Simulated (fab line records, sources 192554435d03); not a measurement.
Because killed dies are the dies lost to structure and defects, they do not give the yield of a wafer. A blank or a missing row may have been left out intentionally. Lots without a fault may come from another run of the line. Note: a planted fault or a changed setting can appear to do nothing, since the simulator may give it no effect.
A struck lot beside a sound one || flow n5 finfet || 37 out of 1938 route steps
Sound: these wafers, L205.1, L205.3, L205.6. Struck: wafer L213.1 (L213.2, L213.5, from the same lot, were not struck and are left out); the cause is given at the end.
At each step with rows: each side's tool, then ch and its chambers, then its first start. Under that, the readings that differ: sound wafers || struck wafers || difference of the means || sigmas: that difference in standard deviations of wafers without a fault.
alike: words and numbers the same on both sides, and readings whose means are apart by under 2 such deviations; not compared: readings that were withheld, readings missing a value for some wafer, numbers with overlapping values and no deviation given by the record, and bounds like >300 which may hide the same value.
The two part at a step that has a row with sigmas, a row that says differs or no value, or rows on one side only. Numbers that have no deviation but don't overlap get no sigmas and don't part them. Lack of a reading on every wafer of one side parts them only where that side has two or more wafers.

first, 9 steps without rows for these wafers: N5_MOL_CONTACT_COAG_COAT_58 (time 60 s, resist thk 10 nm); N5_MOL_CONTACT_COAG_COAT_02 (resist thk 30 nm); N5_MOL_CONTACT_COAG_EBR_04; N5_MOL_CONTACT_COAG_SOFTBAKE_03 (time 60 s); N5_MOL_CONTACT_COAG_EXPOSE_05 (exposes mask CA, defocus 0 nm); N5_MOL_CONTACT_COAG_PEB_06 (peb time 60 s); N5_MOL_CONTACT_COAG_DEVELOP_07 (develop time 30 s); N5_MOL_CONTACT_COAG_DESCUM_13 (chemistry O2, time 7 s); N5_MOL_CONTACT_COAG_ETCH_59 (etches underlayer in N2/H2, target depth 13 nm, time 10.4 s).
N5_MOL_CONTACT_COAG_ETCH_105: etches SiARC in CF4, target depth 15.6 nm, time 26 s.
  sound on rie diel-04 ch 0,3, day 7 10:46; struck on rie diel-04 ch 3, day 9 09:53
  alike: chamber pressure mTorr, drypump motor current A, etch rf on time s, oes product au, rf vpp V, showerhead plenum p Torr, throttle valve pct
  not compared: rf hours counter h
then, 26 steps without rows for these wafers: N5_MOL_CONTACT_COAG_ETCH_106 (etches SOC in N2/H2, target depth 80 nm, overetch 16 nm, time 120 s); N5_MOL_CONTACT_COAG_STRIP_107 (strips in N2/H2); N5_MOL_CONTACT_COAG_STRIP_108 (strips in N2/H2); N5_MOL_CONTACT_COAG_CONTACT_ETCH_14 (etches SiO2 in C4F6/O2, target depth 27.5 nm, overetch 8.5 nm, time 20 s); N5_MOL_CONTACT_COAG_STRIP_109 (strips in C4F6/O2); N5_MOL_CONTACT_COAG_ETCH_15 (etches SiNx in CH3F/O2, stops on Si:P, target depth 7 nm); N5_MOL_CONTACT_COAG_ETCH_110 (etches Si in CF4/O2, target depth 2.5 nm, time 8 s); N5_MOL_CONTACT_COAG_STRIP_98 (strips in N2/H2); N5_MOL_CONTACT_COAG_IMPLANT_129; N5_MOL_CONTACT_COAG_PRECLEAN_111 (cleans in NF3:NH3, afs cycles 1, time 20 s, sublimation time 60 s); N5_MOL_CONTACT_COAG_TI_SIL_19 (material Ti, target thk 4.2 nm, time 15 s); N5_MOL_CONTACT_COAG_ALD_20 (deposits TiN, target thk 1.5 nm, pulse time 1 s, purge time 3 s); N5_MOL_CONTACT_COAG_SIL_ANNEAL_21 (time 60 s); N5_MOL_CONTACT_COAG_PRE_CLEAN_141 (time 60 s); N5_MOL_CONTACT_COAG_SPUTTER_143 (material Co, target thk 2.5 nm); N5_MOL_CONTACT_COAG_CO_FILL_22 (material Co, precursor CCTBA/H2, target thk 20 nm); N5_MOL_CONTACT_COAG_ANNEAL_113 (time 300 s); N5_MOL_CONTACT_COAG_PRE_CLEAN_142 (time 60 s); N5_MOL_CONTACT_COAG_SPUTTER_130 (material Co, target thk 47.5 nm); N5_MOL_CONTACT_COAG_PRECLEAN_125 (cleans in DIW, time 57.5 s); N5_MOL_CONTACT_COAG_SRD_126 (dry time 32 s); N5_MOL_CONTACT_COAG_CMP_23 (polishes, stops on SiO2, t overpolish 1.5 s, target thk 0 nm); N5_MOL_CONTACT_COAG_WET_ETCH_26 (target Co, target depth 13 nm); N5_MOL_CONTACT_COAG_WET_ETCH_116 (etches the open film in SC1-inhibited, target depth 4.6 nm, rinse time 30 s); N5_MOL_CONTACT_COAG_ALD_27 (deposits SiOC, target thk 17 nm, pulse time 1.5 s, time 2720 s); N5_MOL_CONTACT_COAG_CMP_28 (polishes, stops on SiNx, t overpolish 0.85 s, target thk 14.522 nm).
-- the record jumps here: 9 days lie between the struck wafers' starts before and after (it left off in module MOL_CONTACT_COAG and takes up again in module PASSIVATION, whose first step shown is number 1936 of the route) --
N5_PASSIVATION_PROBE_49:
  the record has rows for the struck wafers here (prober-02, day 18 02:57) and none for the sound ones

## WHERE THEY PART
At N5_PASSIVATION_PROBE_49 and nowhere else, as far as this record goes.

WHY: whatever the simulator had introduced
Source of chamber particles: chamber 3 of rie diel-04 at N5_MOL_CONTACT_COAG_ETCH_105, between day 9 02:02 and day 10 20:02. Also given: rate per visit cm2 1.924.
